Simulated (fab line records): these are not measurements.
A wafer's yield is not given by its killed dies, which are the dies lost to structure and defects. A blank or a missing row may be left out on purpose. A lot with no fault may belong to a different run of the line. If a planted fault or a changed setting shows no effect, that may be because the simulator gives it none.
Chamber matching -- flow n5Finfet -- 4 sister chambers for N5_BEOL_M2_ETCH_77 on rieDiel-01
The step etches underlayer in N2/H2, target depth 6.5 nm, time 5.2 s. 4 wafers are shown with their chamber, then 11 later ones without.

== EACH WAFER AND ITS CHAMBER ==
wafer,chamber,drypumpMotorCurrentA (A)
L090.6,1,4.7
L093.3,2,6.3
L093.6,0,4.9
L094.1,3,4.9

== WAFERS WHOSE CHAMBER IS MISSING ==
wafer,drypumpMotorCurrentA (A)
L094.3,6.4
L094.5,4.8
L096.3,4.9
L096.5,4.7
L096.6,6.3
L095.3,4.9
L095.4,4.9
L095.5,4.9
L097.1,4.8
L097.2,4.7
L097.6,4.7

== CHAMBER TAKEN BY EACH ==
wafer,from the rows above,in truth
L094.3,2,2
L094.5,can't be placed: 1 or 0 or 3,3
L096.3,can't be placed: 0 or 3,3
L096.5,1,1
L096.6,2,2
L095.3,can't be placed: 0 or 3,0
L095.4,can't be placed: 0 or 3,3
L095.5,can't be placed: 0 or 3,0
L097.1,can't be placed: 1 or 0 or 3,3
L097.2,1,1
L097.6,1,1
Correctly placed: 5 of 11. Unplaceable from these rows: 6, with the true chamber sitting among the candidates in 6. Number placed wrongly: 0.
How it was worked out, from the rows above alone: a wafer's distance from a chamber is the root of the sum, over the readings, of the square of ((its reading less the chamber's mean) divided by the reading's scatter). If the next closest chamber is less than 2 further off than the closest, the wafer can't be placed; otherwise it belongs to the closest. For every chamber, the mean is computed from those of its wafers that are shown. The scatter: with one shown wafer a chamber, the root of the mean of the squares of how far each hidden wafer lies from its nearest shown one.
